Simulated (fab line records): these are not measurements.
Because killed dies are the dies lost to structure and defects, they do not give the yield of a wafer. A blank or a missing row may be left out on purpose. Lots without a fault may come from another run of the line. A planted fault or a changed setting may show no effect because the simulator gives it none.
A lot that was struck, set against a sound lot + flow nand harc + 13 steps out of a route of 1302
Sound: these wafers, L390.1, L390.3, L390.4. Struck: wafer L398.5 (L398.2, L398.6, from the same lot, were not struck and are left out); the cause is given at the end.
At each step with rows: each side's tool, then ch and its chambers, then its first start. Under that, the readings that differ: sound wafers + struck wafers + difference of the means + sigmas: that difference in standard deviations of wafers without a fault.
alike: words and numbers the same on both sides, and readings whose means are apart by under 2 such deviations; not compared: readings that were withheld, readings missing a value for some wafer, numbers with overlapping values and no deviation given by the record, and bounds like >300 which may hide the same value.
A row with sigmas, a row that says differs or no value, or rows on one side alone: a step with any of these is where the two part. Numbers that have no deviation but don't overlap get no sigmas and don't part them. A reading missing from all wafers of one side parts the sides only when that side holds two or more wafers.

NHARC_A_SLIT_ETCH_29: etches the open film in CF4/O2, target depth 100 nm, overetch 10 nm, time 55 s.
  sound on rie diel-03 ch 0,3, day 20 11:43; struck on rie diel-09 ch 3, day 24 00:13
  alike: drypump motor current A, oes product au, rf vpp V, showerhead plenum p Torr, throttle valve pct
  not compared: rf hours counter h
NHARC_A_SLIT_STRIP_18: strips in O2.
  sound on rie diel-03 ch 0,3; struck on rie diel-09 ch 3
  alike: drypump motor current A, oes product au, rf vpp V, showerhead plenum p Torr, throttle valve pct
  not compared: rf hours counter h
then, 2 steps without rows for these wafers: NHARC_A_SLIT_PRECLEAN_19 (cleans in SC1); NHARC_A_SLIT_SRD_20.
NHARC_A_SLIT_CD_MEAS_21:
  sound on cd sem-01, day 20 12:19; struck on cd sem-03, day 24 00:47
  alike: cd nm
then, 3 steps without rows for these wafers: NHARC_A_SIN_REMOVE_WET_00 (chemistry H3PO4, time 15300 s); NHARC_A_SIN_REMOVE_PRECLEAN_01 (cleans in SC1); NHARC_A_SIN_REMOVE_SRD_02.
NHARC_A_SIN_REMOVE_INSPECT_04:
  sound on defect inspect-01, day 20 17:22; struck on defect inspect-01, day 24 07:09
| reading          | sound       | struck | difference | sigmas |
|------------------|-------------|--------|------------|--------|
| raw defect count | 551 550 512 | 314    | -224       | -3     |
NHARC_A_WL_FILL_ALD_00: deposits Al2O3, target thk 3 nm, pulse time 3 s, ald cycles 30.
  sound on ald hk-04 ch 0,2,3, day 20 17:26; struck on ald hk-02 ch 1, day 24 07:13
  alike: heater power w, precursor pulse height rel
  not compared: ald cycles
NHARC_A_WL_FILL_RTA_01: time 5 s.
  sound on rtp anneal-01 ch 0, day 20 17:42; struck on rtp anneal-01 ch 0, day 24 07:33
  alike: lamp power pct, wafer_temp_C_max
NHARC_A_WL_FILL_ALD_02: deposits TiN, target thk 2 nm, pulse time 3 s, ald cycles 100.
  sound on ald metal-03 ch 0,2,3, day 20 17:58; struck on ald metal-04 ch 3, day 24 07:49
| reading    | sound       | struck | difference | sigmas |
|------------|-------------|--------|------------|--------|
| ald cycles | 100 100 100 | 82     | -18        |        |
  alike: heater power w, precursor pulse height rel
-- jump in the record: it breaks off in module A_WL_FILL and resumes in module END (first step shown: number 1302 of the route), and 4 days separate the struck wafers' starts before and after --
NHARC_END_SORT_01:
  the record has rows for the struck wafers here (prober-01 ch 0, day 28 07:03) and none for the sound ones

## WHERE THEY PART
Earliest at NHARC_A_SIN_REMOVE_INSPECT_04; latest, in this record, at NHARC_END_SORT_01.

WHY: what the simulator had put in
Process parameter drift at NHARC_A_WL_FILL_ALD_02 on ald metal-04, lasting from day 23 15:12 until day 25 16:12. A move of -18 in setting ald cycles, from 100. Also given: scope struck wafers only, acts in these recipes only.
